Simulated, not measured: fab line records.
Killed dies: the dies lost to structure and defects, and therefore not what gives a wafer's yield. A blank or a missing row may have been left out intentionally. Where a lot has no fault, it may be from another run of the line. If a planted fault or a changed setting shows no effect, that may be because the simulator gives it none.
Which tool did it? | flow n5Finfet | Sampling: 11 lots, 33 wafers, 2 of 1938 route steps

== WHAT THE GAUGES SHOWED, per wafer ==
N5_PASSIVATION_CD_MEAS_10: the cd target is 3000 nm.
lot  | measured     | on       | cdNm (nm)
L942 | day 12 22:40 | cdSem-02 | 3004 2996 3000
L943 | day 13 04:36 | cdSem-02 | 3004 2996 2995
L945 | day 13 13:02 | cdSem-03 | 3001 3004 3002
L947 | day 13 23:22 | cdSem-03 | 3003 2997 2995
L948 | day 14 05:22 | cdSem-02 | 2996 2999 3005
L950 | day 14 13:40 | cdSem-03 | 2999 3004 2999
L951 | day 14 23:04 | cdSem-02 | 2998 3002 2999
L959 | day 16 11:35 | cdSem-03 | 3001 2999 3003
L960 | day 17 00:34 | cdSem-03 | 2999 3004 2994
L961 | day 17 05:29 | cdSem-03 | 2994 3000 2994
L965 | day 18 22:27 | cdSem-03 | 3000 3003 2998

== TOOL THAT RAN EACH LOT (tool first, then ch and the chambers of the sampled wafers, then the start) ==
lot  | N5_BEOL_M1_HM_STRIP_39
L942 | wetBench-06 ch 4,6,7, day 6 14:22
L943 | wetBench-02 ch 0,1,3, day 6 17:07
L945 | wetBench-04 ch 0,4,5, day 7 06:06
L947 | wetBench-06 ch 3,5,6, day 7 12:00
L948 | wetBench-04 ch 3,4,6, day 7 17:40
L950 | wetBench-02 ch 1,3,4, day 8 14:32
L951 | wetBench-02 ch 2,6,7, day 8 20:40
L959 | wetBench-02 ch 2,5,6, day 10 13:47
L960 | wetBench-06 ch 1,3,7, day 10 22:27
L961 | wetBench-04 ch 3,6,7, day 11 06:22
L965 | wetBench-04 ch 0,6,7, day 12 04:56
- N5_BEOL_M1_HM_STRIP_39: strips TiN in peroxide tin strip, target depth 25 nm, time 158 s.

== WHAT THE TOOLS THEMSELVES READ (means of the sampled wafers that have a number; where no wafer has one, the mark that the record gives instead) ==
N5_BEOL_M1_HM_STRIP_39.
lot  | tool        | bathHeatDutyPct (%)
L942 | wetBench-06 | 6.6
L943 | wetBench-02 | 7.4
L945 | wetBench-04 | 6.4
L947 | wetBench-06 | 6.1
L948 | wetBench-04 | 7.2
L950 | wetBench-02 | 8.3
L951 | wetBench-02 | 7.7
L959 | wetBench-02 | 7.0
L960 | wetBench-06 | 6.8
L961 | wetBench-04 | 7.3
L965 | wetBench-04 | 6.6

== THE ANSWER, worked out from the rows above alone ==
Rule: usual is defined by the lots themselves. Put in order of their means at a reading, lots are off if they are a third of the lots or fewer, leave a main group of 4 or more, and stand apart from it by a gap of 3 or more times the standard deviation of the main group's means; of several such gaps the widest counts. Not used: any main group whose means are identical at the precision the tables above print for the reading. A lot without any number at a reading at which 4 lots or more have one is off too. Any other lot the step has rows for is counted as sound. Order of review: gauges by route order, followed by the tools' own readings, for which a lot's mean as printed above is used. The first step at which some lot is off is used, and at that step the reading that is off furthest; a lot without a number counts as furthest.
Across all readings shown, no lot is off: no conclusion can be drawn from this.

== WHAT WAS PUT IN BY THE SIMULATOR ==
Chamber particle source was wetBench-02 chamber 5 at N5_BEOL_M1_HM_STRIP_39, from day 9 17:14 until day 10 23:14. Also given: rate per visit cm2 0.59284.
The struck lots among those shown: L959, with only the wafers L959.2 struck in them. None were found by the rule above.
